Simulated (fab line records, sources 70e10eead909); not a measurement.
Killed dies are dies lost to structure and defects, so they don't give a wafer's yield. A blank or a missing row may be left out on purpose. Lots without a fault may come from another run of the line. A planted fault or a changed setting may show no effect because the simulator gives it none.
Which tool did it? | flow nand_harc | 21 lots, 63 wafers sampled, at 6 steps of a route of 1302

WHAT THE GAUGES READ, wafer by wafer
The record holds no reading of a measuring or inspecting step that can be judged against a usual standard deviation.

WHICH TOOL RAN EACH LOT (tool, then ch and the chambers of the sampled wafers, then the start)
lot  | NHARC_A_STAIRCASE_DESCUM_270       | NHARC_A_STAIRCASE_STRIP_274                   | NHARC_A_STAIRCASE_HM_OPEN_463                 | NHARC_A_STAIRCASE_DEP_471       | NHARC_A_SGD_CUT_CMP_21        | NHARC_A_SGD_CUT_ETCHBACK_24
L074 | rie_diel-05 ch 0,1,3, day 15 21:35 | rie_diel-05 ch 0,1,2, day 18 16:19 or earlier | rie_diel-09 ch 0,3, day 18 16:19 or earlier   | pecvd-02 ch 0,1, day 18 16:19   | cmp-04 ch 0,1,3, day 19 00:23 | rie_diel-06 ch 0,1,2, day 19 00:49
L075 | rie_diel-09 ch 0,2,3, day 16 15:13 | rie_diel-09 ch 1,2,3, day 19 13:29 or earlier | rie_diel-05 ch 1,2,3, day 19 13:29 or earlier | pecvd-01 ch 0,1, day 19 13:29   | cmp-04 ch 0,3, day 19 23:38   | rie_diel-11 ch 1,2,3, day 20 00:08
L076 | rie_diel-08 ch 1,2, day 17 13:46   | rie_diel-08 ch 1,3, day 20 04:35 or earlier   | rie_diel-08 ch 0,1, day 20 04:35 or earlier   | pecvd-01 ch 0,1, day 20 04:35   | cmp-02 ch 1,2, day 20 16:26   | rie_diel-11 ch 1,2, day 20 16:55
L077 | rie_diel-05 ch 0,2, day 17 20:09   | rie_diel-05 ch 1,2,3, day 20 16:52 or earlier | rie_diel-08 ch 0,2,3, day 20 16:52 or earlier | pecvd-01 ch 0,1,2, day 20 16:52 | cmp-01 ch 1,2, day 20 23:02   | rie_diel-11 ch 1,3, day 20 23:31
L078 | rie_diel-08 ch 1,2,3, day 17 21:56 | rie_diel-08 ch 1,2,3, day 20 15:41 or earlier | rie_diel-05 ch 1,2,3, day 20 15:41 or earlier | pecvd-01 ch 0,1,2, day 20 15:41 | cmp-02 ch 0,2,3, day 20 23:04 | rie_diel-06 ch 0,2,3, day 20 23:31
L079 | rie_diel-08 ch 0,2,3, day 18 13:31 | rie_diel-08 ch 0,1,3, day 21 04:26 or earlier | rie_diel-08 ch 0,2,3, day 21 04:26 or earlier | pecvd-01 ch 0,1, day 21 04:26   | cmp-02 ch 0,1,2, day 21 18:38 | rie_diel-11 ch 0,2,3, day 21 19:07
L080 | rie_diel-05 ch 0,2,3, day 18 23:38 | rie_diel-05 ch 0,2,3, day 21 17:51 or earlier | rie_diel-08 ch 0,1,3, day 21 17:51 or earlier | pecvd-02 ch 1,2, day 21 17:51   | cmp-02 ch 1,2,3, day 22 02:47 | rie_diel-06 ch 2,3, day 22 03:13
L081 | rie_diel-05 ch 1,2,3, day 19 03:46 | rie_diel-05 ch 0,1,2, day 21 18:04 or earlier | rie_diel-05 ch 1,2,3, day 21 18:04 or earlier | pecvd-02 ch 0,1,2, day 21 18:04 | cmp-02 ch 0,1,3, day 22 02:56 | rie_diel-01 ch 0,2,3, day 22 03:24
L085 | rie_diel-08 ch 2,3, day 20 22:20   | rie_diel-08 ch 1,3, day 23 14:37 or earlier   | rie_diel-09 ch 1,3, day 23 14:37 or earlier   | pecvd-02 ch 0,1,2, day 23 14:37 | cmp-02 ch 0,2, day 23 22:34   | rie_diel-06 ch 1,2, day 23 23:03
L084 | rie_diel-05 ch 1,3, day 21 00:55   | rie_diel-05 ch 1,2,3, day 23 14:50 or earlier | rie_diel-08 ch 0,2, day 23 14:50 or earlier   | pecvd-01 ch 1,2, day 23 14:50   | cmp-01 ch 1,2,3, day 23 22:35 | rie_diel-01 ch 1,3, day 23 23:02
L086 | rie_diel-08 ch 0,3, day 21 02:53   | rie_diel-08 ch 2,3, day 23 14:11 or earlier   | rie_diel-08 ch 2,3, day 23 14:11 or earlier   | pecvd-02 ch 0,2, day 23 14:11   | cmp-04 ch 0,1, day 23 22:34   | rie_diel-11 ch 0,2,3, day 23 23:05
L087 | rie_diel-05 ch 0,1,2, day 22 05:58 | rie_diel-08 ch 0,1,3, day 22 08:13            | rie_diel-09 ch 0,1,3, day 24 14:16 or earlier | pecvd-02 ch 1,2, day 24 14:16   | cmp-01 ch 0,1,2, day 24 21:42 | rie_diel-06 ch 0,1,3, day 24 22:10
L088 | rie_diel-05 ch 0,1,2, day 22 08:30 | rie_diel-05 ch 1,2, day 24 14:25 or earlier   | rie_diel-09 ch 2,3, day 24 14:25 or earlier   | pecvd-02 ch 0,1,2, day 24 14:25 | cmp-04 ch 1,2, day 24 21:42   | rie_diel-01 ch 0,3, day 24 22:11
L089 | rie_diel-08 ch 0,2,3, day 22 17:04 | rie_diel-08 ch 0,2, day 25 08:21 or earlier   | rie_diel-09 ch 1,2, day 25 08:21 or earlier   | pecvd-02 ch 0,1, day 25 08:21   | cmp-01 ch 0,1,2, day 25 15:59 | rie_diel-06 ch 1,3, day 25 16:28
L090 | rie_diel-05 ch 0,2,3, day 22 19:01 | rie_diel-05 ch 0,1,2, day 25 08:49 or earlier | rie_diel-08 ch 0,2, day 25 08:49 or earlier   | pecvd-01 ch 0,1,2, day 25 08:49 | cmp-04 ch 2,3, day 25 15:52   | rie_diel-11 ch 0,1,3, day 25 16:20
L092 | rie_diel-09 ch 1,2,3, day 23 14:38 | rie_diel-09 ch 1,2,3, day 26 08:16 or earlier | rie_diel-09 ch 0,1, day 26 08:16 or earlier   | pecvd-02 ch 0,1, day 26 08:16   | cmp-01 ch 1,2,3, day 26 20:08 | rie_diel-11 ch 0,3, day 26 20:37
L091 | rie_diel-05 ch 0,1, day 23 14:48   | rie_diel-05 ch 0,2,3, day 26 13:05 or earlier | rie_diel-08 ch 0,2, day 26 13:05 or earlier   | pecvd-01 ch 0,1,2, day 26 13:05 | cmp-04 ch 0,1,2, day 26 20:11 | rie_diel-06 ch 0,1,3, day 26 20:38
L093 | rie_diel-08 ch 0,1,3, day 24 13:42 | rie_diel-08 ch 0,1,3, day 27 10:24 or earlier | rie_diel-05 ch 0,1,3, day 27 10:24 or earlier | pecvd-01 ch 0,1,2, day 27 10:24 | cmp-01 ch 0,1,2, day 27 17:29 | rie_diel-01 ch 0,2,3, day 27 17:58
L094 | rie_diel-09 ch 1,3, day 24 23:14   | rie_diel-09 ch 1,2,3, day 27 09:45 or earlier | rie_diel-09 ch 0,2,3, day 27 09:45 or earlier | pecvd-01 ch 1,2, day 27 09:45   | cmp-04 ch 0,3, day 27 17:26   | rie_diel-06 ch 1,2,3, day 27 17:55
L095 | rie_diel-09 ch 0,2,3, day 25 09:03 | rie_diel-09 ch 0,1,2, day 28 03:01 or earlier | rie_diel-09 ch 0,1,2, day 28 03:01 or earlier | pecvd-02 ch 0,2, day 28 03:01   | cmp-01 ch 2,3, day 28 14:11   | rie_diel-11 ch 0,1,2, day 28 14:38
L096 | rie_diel-08 ch 0,1,2, day 25 16:04 | rie_diel-08 ch 1,2, day 28 12:36 or earlier   | rie_diel-05 ch 1,2,3, day 28 12:36 or earlier | pecvd-01 ch 0,1,2, day 28 12:36 | cmp-01 ch 0,1,3, day 28 23:11 | rie_diel-11 ch 2,3, day 28 23:43
- NHARC_A_STAIRCASE_DESCUM_270: chemistry O2, time 3 s.
- NHARC_A_STAIRCASE_STRIP_274: strips in O2.
- NHARC_A_STAIRCASE_HM_OPEN_463: chemistry O2/COS.
- NHARC_A_STAIRCASE_DEP_471: deposits SiO2, target thk 100 nm.
- NHARC_A_SGD_CUT_CMP_21: polishes, target thk 148.19 nm.
- NHARC_A_SGD_CUT_ETCHBACK_24: etches the open film in CH3F/O2, target depth 50 nm, time 92.857 s.

WHAT THE TOOLS THEMSELVES READ (means of the sampled wafers that have a number; where no wafer has one, the mark that the record gives instead)
NHARC_A_STAIRCASE_DESCUM_270. Usual: drypump_motor_current_A 6.14 A, standard deviation 0.24; o2_flow_sccm 200.0 sccm, standard deviation 0.58; oes_product_au 1.000 a.u., standard deviation 0.0087; rf_vpp_V 57.8 V, standard deviation 0.88; showerhead_plenum_p_Torr 1.92 Torr, standard deviation 0.1; throttle_valve_pct 11.312 %, standard deviation 0.0092.
lot  | tool        | drypump_motor_current_A (A) | o2_flow_sccm (sccm) | oes_product_au (a.u.) | rf_vpp_V (V) | showerhead_plenum_p_Torr (Torr) | throttle_valve_pct (%) | flag
L074 | rie_diel-05 | 6.08                        | 199.5               | 1.009                 | 57.4         | 1.84                            | 11.310                 |
L075 | rie_diel-09 | 6.23                        | 200.5               | 1.005                 | 57.3         | 1.87                            | 11.305                 |
L076 | rie_diel-08 | 6.07                        | 200.0               | 1.006                 | 57.8         | 2.06                            | 11.314                 |
L077 | rie_diel-05 | 6.03                        | 199.6               | 1.002                 | 57.4         | 1.85                            | 11.307                 |
L078 | rie_diel-08 | 6.19                        | 199.9               | 1.006                 | 57.8         | 1.99                            | 11.306                 |
L079 | rie_diel-08 | 6.33                        | 199.5               | 0.993                 | 57.9         | 1.95                            | 11.323                 |
L080 | rie_diel-05 | 6.10                        | 199.9               | 1.000                 | 57.7         | 1.93                            | 11.312                 |
L081 | rie_diel-05 | 6.20                        | 200.2               | 0.997                 | 58.0         | 1.92                            | 11.315                 |
L085 | rie_diel-08 | 6.29                        | 200.3               | 0.992                 | 58.1         | 1.91                            | 11.321                 |
L084 | rie_diel-05 | 6.19                        | 199.8               | 0.987                 | 58.1         | 1.92                            | 11.310                 |
L086 | rie_diel-08 | 6.38                        | 199.6               | 0.998                 | 57.2         | 1.89                            | 11.304                 |
L087 | rie_diel-05 | 6.01                        | 200.1               | 0.998                 | 57.6         | 1.85                            | 11.312                 |
L088 | rie_diel-05 | 6.01                        | 199.7               | 0.995                 | 57.1         | 1.85                            | 11.309                 |
L089 | rie_diel-08 | 6.34                        | 199.6               | 0.995                 | 58.1         | 1.94                            | 11.316                 |
L090 | rie_diel-05 | 6.12                        | 199.7               | 1.002                 | 58.2         | 1.92                            | 11.308                 |
L092 | rie_diel-09 | 5.94                        | 199.9               | 1.000                 | 58.1         | 1.94                            | 11.312                 |
L091 | rie_diel-05 | 5.93                        | 200.7               | 1.010                 | 57.8         | 1.86                            | 11.306                 |
L093 | rie_diel-08 | 6.21                        | 199.8               | 1.010                 | 57.1         | 1.92                            | 11.314                 |
L094 | rie_diel-09 | 5.83                        | 200.2               | 1.004                 | 58.0         | 1.98                            | 11.311                 |
L095 | rie_diel-09 | 6.23                        | 199.5               | 1.006                 | 57.3         | 1.85                            | 11.321                 |
L096 | rie_diel-08 | 6.22                        | 199.6               | 1.010                 | 58.7         | 2.00                            | 11.312                 |

NHARC_A_STAIRCASE_STRIP_274. Usual: drypump_motor_current_A 6.15 A, standard deviation 0.25; o2_flow_sccm 500.0 sccm, standard deviation 1.4; oes_product_au 1.000 a.u., standard deviation 0.0086; rf_vpp_V 57.8 V, standard deviation 0.96; showerhead_plenum_p_Torr 3.54 Torr, standard deviation 0.17; throttle_valve_pct 17.036 %, standard deviation 0.0094.
lot  | tool        | drypump_motor_current_A (A) | o2_flow_sccm (sccm) | oes_product_au (a.u.) | rf_vpp_V (V) | showerhead_plenum_p_Torr (Torr) | throttle_valve_pct (%) | flag
L074 | rie_diel-05 | 6.02                        | 500.9               | 0.997                 | 57.7         | 3.44                            | 17.028                 |
L075 | rie_diel-09 | 5.97                        | 499.5               | 1.006                 | 57.9         | 3.59                            | 17.035                 |
L076 | rie_diel-08 | 6.05                        | 500.6               | 0.998                 | 58.2         | 3.65                            | 17.025                 |
L077 | rie_diel-05 | 6.21                        | 498.2               | 1.001                 | 57.6         | 3.37                            | 17.034                 |
L078 | rie_diel-08 | 6.18                        | 500.0               | 0.994                 | 57.9         | 3.66                            | 17.047                 |
L079 | rie_diel-08 | 6.22                        | 499.6               | 1.006                 | 57.1         | 3.57                            | 17.039                 |
L080 | rie_diel-05 | 6.12                        | 499.8               | 1.002                 | 58.4         | 3.55                            | 17.030                 |
L081 | rie_diel-05 | 6.00                        | 500.5               | 0.999                 | 57.7         | 3.42                            | 17.038                 |
L085 | rie_diel-08 | 6.06                        | 498.9               | 0.999                 | 57.4         | 3.63                            | 17.036                 |
L084 | rie_diel-05 | 6.20                        | 499.3               | 0.994                 | 58.4         | 3.53                            | 17.034                 |
L086 | rie_diel-08 | 6.31                        | 499.8               | 1.009                 | 57.6         | 3.66                            | 17.035                 |
L087 | rie_diel-08 | 6.24                        | 499.9               | 0.997                 | 58.6         | 3.55                            | 17.032                 |
L088 | rie_diel-05 | 6.10                        | 500.6               | 0.988                 | 57.4         | 3.40                            | 17.036                 |
L089 | rie_diel-08 | 6.41                        | 498.6               | 0.997                 | 58.1         | 3.61                            | 17.037                 |
L090 | rie_diel-05 | 6.00                        | 499.6               | 0.999                 | 57.3         | 3.41                            | 17.040                 |
L092 | rie_diel-09 | 5.96                        | 499.8               | 1.002                 | 59.6         | 3.56                            | 17.040                 |
L091 | rie_diel-05 | 6.12                        | 500.2               | 1.006                 | 57.0         | 3.53                            | 17.032                 |
L093 | rie_diel-08 | 6.22                        | 499.0               | 1.008                 | 58.0         | 3.55                            | 17.043                 |
L094 | rie_diel-09 | 5.95                        | 499.7               | 1.002                 | 57.8         | 3.56                            | 17.034                 |
L095 | rie_diel-09 | 6.09                        | 499.3               | 0.992                 | 58.2         | 3.45                            | 17.041                 |
L096 | rie_diel-08 | 6.20                        | 500.3               | 1.015                 | 58.6         | 3.76                            | 17.030                 |

NHARC_A_STAIRCASE_HM_OPEN_463. Usual: drypump_motor_current_A 6.15 A, standard deviation 0.27; o2_flow_sccm 400.2 sccm, standard deviation 1.1; oes_product_au 1.000 a.u., standard deviation 0.0089; rf_vpp_V 468 V, standard deviation 3.3; showerhead_plenum_p_Torr 3.14 Torr, standard deviation 0.16; throttle_valve_pct 28.330 %, standard deviation 0.0093.
lot  | tool        | drypump_motor_current_A (A) | o2_flow_sccm (sccm) | oes_product_au (a.u.) | rf_vpp_V (V) | showerhead_plenum_p_Torr (Torr) | throttle_valve_pct (%) | flag
L074 | rie_diel-09 | 6.13                        | 400.7               | 1.012                 | 468          | 3.16                            | 28.329                 |
L075 | rie_diel-05 | 6.20                        | 400.2               | 0.999                 | 465          | 2.98                            | 28.322                 |
L076 | rie_diel-08 | 6.25                        | 399.7               | 1.003                 | 469          | 3.21                            | 28.328                 |
L077 | rie_diel-08 | 6.35                        | 399.2               | 0.990                 | 467          | 3.17                            | 28.329                 |
L078 | rie_diel-05 | 6.21                        | 399.8               | 0.990                 | 468          | 3.13                            | 28.331                 |
L079 | rie_diel-08 | 6.34                        | 401.4               | 1.001                 | 468          | 3.17                            | 28.329                 |
L080 | rie_diel-08 | 6.22                        | 399.7               | 0.991                 | 468          | 3.16                            | 28.334                 |
L081 | rie_diel-05 | 6.20                        | 400.0               | 0.989                 | 467          | 3.13                            | 28.335                 |
L085 | rie_diel-09 | 5.70                        | 402.1               | 0.994                 | 470          | 3.27                            | 28.320                 |
L084 | rie_diel-08 | 6.35                        | 398.7               | 0.990                 | 471          | 3.28                            | 28.330                 |
L086 | rie_diel-08 | 6.33                        | 399.9               | 0.991                 | 469          | 3.23                            | 28.336                 |
L087 | rie_diel-09 | 6.00                        | 402.0               | 1.007                 | 468          | 3.15                            | 28.330                 |
L088 | rie_diel-09 | 6.09                        | 400.4               | 0.996                 | 467          | 3.13                            | 28.335                 |
L089 | rie_diel-09 | 5.82                        | 400.3               | 1.010                 | 467          | 3.17                            | 28.334                 |
L090 | rie_diel-08 | 6.37                        | 400.6               | 1.010                 | 470          | 3.27                            | 28.333                 |
L092 | rie_diel-09 | 6.12                        | 400.7               | 1.006                 | 466          | 3.05                            | 28.324                 |
L091 | rie_diel-08 | 6.39                        | 399.8               | 1.001                 | 468          | 3.19                            | 28.329                 |
L093 | rie_diel-05 | 6.09                        | 399.2               | 1.006                 | 468          | 3.13                            | 28.334                 |
L094 | rie_diel-09 | 6.24                        | 400.2               | 1.006                 | 465          | 3.03                            | 28.328                 |
L095 | rie_diel-09 | 6.09                        | 400.1               | 1.004                 | 466          | 3.05                            | 28.334                 |
L096 | rie_diel-05 | 6.20                        | 401.0               | 0.997                 | 466          | 3.10                            | 28.327                 |

NHARC_A_STAIRCASE_DEP_471. Usual: heater_power_w 553 W, standard deviation 63; throttle_valve_pct 15.9 %, standard deviation 0.59.
lot  | tool     | heater_power_w (W) | throttle_valve_pct (%) | flag
L074 | pecvd-02 | 480                | 16.2                   |
L075 | pecvd-01 | 509                | 15.1                   |
L076 | pecvd-01 | 513                | 15.2                   |
L077 | pecvd-01 | 562                | 15.5                   |
L078 | pecvd-01 | 547                | 15.3                   |
L079 | pecvd-01 | 528                | 15.0                   |
L080 | pecvd-02 | 503                | 16.3                   |
L081 | pecvd-02 | 491                | 16.2                   |
L085 | pecvd-02 | 556                | 16.4                   |
L084 | pecvd-01 | 566                | 15.5                   |
L086 | pecvd-02 | 596                | 16.2                   |
L087 | pecvd-02 | 505                | 16.5                   |
L088 | pecvd-02 | 526                | 16.4                   |
L089 | pecvd-02 | 559                | 16.4                   |
L090 | pecvd-01 | 565                | 15.7                   |
L092 | pecvd-02 | 544                | 16.0                   |
L091 | pecvd-01 | 567                | 15.7                   |
L093 | pecvd-01 | 552                | 15.7                   |
L094 | pecvd-01 | 603                | 15.2                   |
L095 | pecvd-02 | 557                | 16.1                   |
L096 | pecvd-01 | 578                | 15.9                   |

NHARC_A_SGD_CUT_CMP_21. Usual: motor_current_A 11.9 A, standard deviation 0.93; slurry_flow_ml_min 150.0, standard deviation 0.5; time_to_endpoint_s 50 s, standard deviation 3.5.
lot  | tool   | motor_current_A (A) | slurry_flow_ml_min | time_to_endpoint_s (s) | flag
L074 | cmp-04 | 12.2                | 150.0              | 47                     |
L075 | cmp-04 | 11.2                | 149.6              | 44                     |
L076 | cmp-02 | 12.2                | 149.3              | 49                     |
L077 | cmp-01 | 12.3                | 149.8              | 51                     |
L078 | cmp-02 | 11.5                | 150.2              | 48                     |
L079 | cmp-02 | 11.4                | 149.9              | 48                     |
L080 | cmp-02 | 12.3                | 149.6              | 52                     |
L081 | cmp-02 | 11.7                | 150.1              | 52                     |
L085 | cmp-02 | 11.3                | 150.0              | 47                     |
L084 | cmp-01 | 12.0                | 150.4              | 52                     |
L086 | cmp-04 | 12.6                | 150.3              | 48                     |
L087 | cmp-01 | 12.2                | 150.3              | 51                     |
L088 | cmp-04 | 12.4                | 150.2              | 47                     |
L089 | cmp-01 | 12.7                | 150.3              | 52                     |
L090 | cmp-04 | 10.6                | 150.4              | 50                     |
L092 | cmp-01 | 11.7                | 149.6              | 53                     |
L091 | cmp-04 | 11.9                | 149.9              | 47                     |
L093 | cmp-01 | 12.7                | 150.1              | 48                     |
L094 | cmp-04 | 11.5                | 149.9              | 44                     |
L095 | cmp-01 | 11.5                | 150.2              | 49                     |
L096 | cmp-01 | 12.2                | 149.4              | 54                     |

NHARC_A_SGD_CUT_ETCHBACK_24. Usual: drypump_motor_current_A 5.62 A, standard deviation 0.24; o2_flow_sccm 29.98 sccm, standard deviation 0.091; oes_product_au 0.97 a.u., standard deviation 0.034; rf_vpp_V 244.5 V, standard deviation 1.6; showerhead_plenum_p_Torr 2.48 Torr, standard deviation 0.083; throttle_valve_pct 20.663 %, standard deviation 0.0087.
lot  | tool        | drypump_motor_current_A (A) | o2_flow_sccm (sccm) | oes_product_au (a.u.) | rf_vpp_V (V) | showerhead_plenum_p_Torr (Torr) | throttle_valve_pct (%) | flag
L074 | rie_diel-06 | 5.71                        | 29.95               | 0.92                  | 244.9        | 2.50                            | 20.662                 |
L075 | rie_diel-11 | 5.51                        | 29.98               | 0.92                  | 245.3        | 2.49                            | 20.659                 |
L076 | rie_diel-11 | 5.64                        | 30.06               | 0.99                  | 245.2        | 2.52                            | 20.658                 |
L077 | rie_diel-11 | 5.56                        | 29.90               | 0.99                  | 244.6        | 2.48                            | 20.661                 |
L078 | rie_diel-06 | 5.57                        | 29.97               | 0.99                  | 244.0        | 2.43                            | 20.662                 |
L079 | rie_diel-11 | 5.42                        | 29.96               | 0.92                  | 244.0        | 2.44                            | 20.670                 |
L080 | rie_diel-06 | 5.55                        | 29.99               | 0.93                  | 243.4        | 2.45                            | 20.667                 |
L081 | rie_diel-01 | 5.73                        | 30.00               | 0.93                  | 244.1        | 2.48                            | 20.663                 |
L085 | rie_diel-06 | 5.82                        | 29.96               | 1.01                  | 245.4        | 2.58                            | 20.664                 |
L084 | rie_diel-01 | 5.45                        | 30.03               | 1.00                  | 243.0        | 2.40                            | 20.659                 |
L086 | rie_diel-11 | 5.43                        | 30.01               | 1.00                  | 243.5        | 2.44                            | 20.659                 |
L087 | rie_diel-06 | 5.56                        | 30.02               | 0.99                  | 245.5        | 2.47                            | 20.660                 |
L088 | rie_diel-01 | 5.84                        | 30.05               | 1.00                  | 244.5        | 2.52                            | 20.657                 |
L089 | rie_diel-06 | 5.71                        | 30.00               | 0.93                  | 246.0        | 2.55                            | 20.665                 |
L090 | rie_diel-11 | 5.65                        | 30.10               | 0.95                  | 243.9        | 2.45                            | 20.662                 |
L092 | rie_diel-11 | 5.61                        | 29.96               | 1.00                  | 243.4        | 2.40                            | 20.665                 |
L091 | rie_diel-06 | 5.58                        | 29.93               | 0.99                  | 244.2        | 2.47                            | 20.667                 |
L093 | rie_diel-01 | 5.75                        | 29.93               | 0.98                  | 244.6        | 2.48                            | 20.668                 |
L094 | rie_diel-06 | 5.68                        | 29.95               | 0.93                  | 245.8        | 2.51                            | 20.665                 |
L095 | rie_diel-11 | 5.59                        | 29.93               | 0.93                  | 244.7        | 2.46                            | 20.656                 |
L096 | rie_diel-11 | 5.23                        | 29.95               | 0.99                  | 244.6        | 2.47                            | 20.672                 |

THE ANSWER, worked out from the rows above alone
Rule: a lot is off if the mean of its wafers that have a number lies more than 3 standard deviations from the usual mean. A lot without any number at a reading at which 4 lots or more have one is off too. The other lots that the step has rows for count as sound. The gauges are gone through in route order, then the tools' own readings, and for those a lot's mean is taken as printed above. The first step at which some lot is off is used, and at that step the reading that is off furthest; a lot without a number counts as furthest.
No lot is off at any reading shown: from this, nothing can be told.

WHAT THE SIMULATOR HAD PUT IN
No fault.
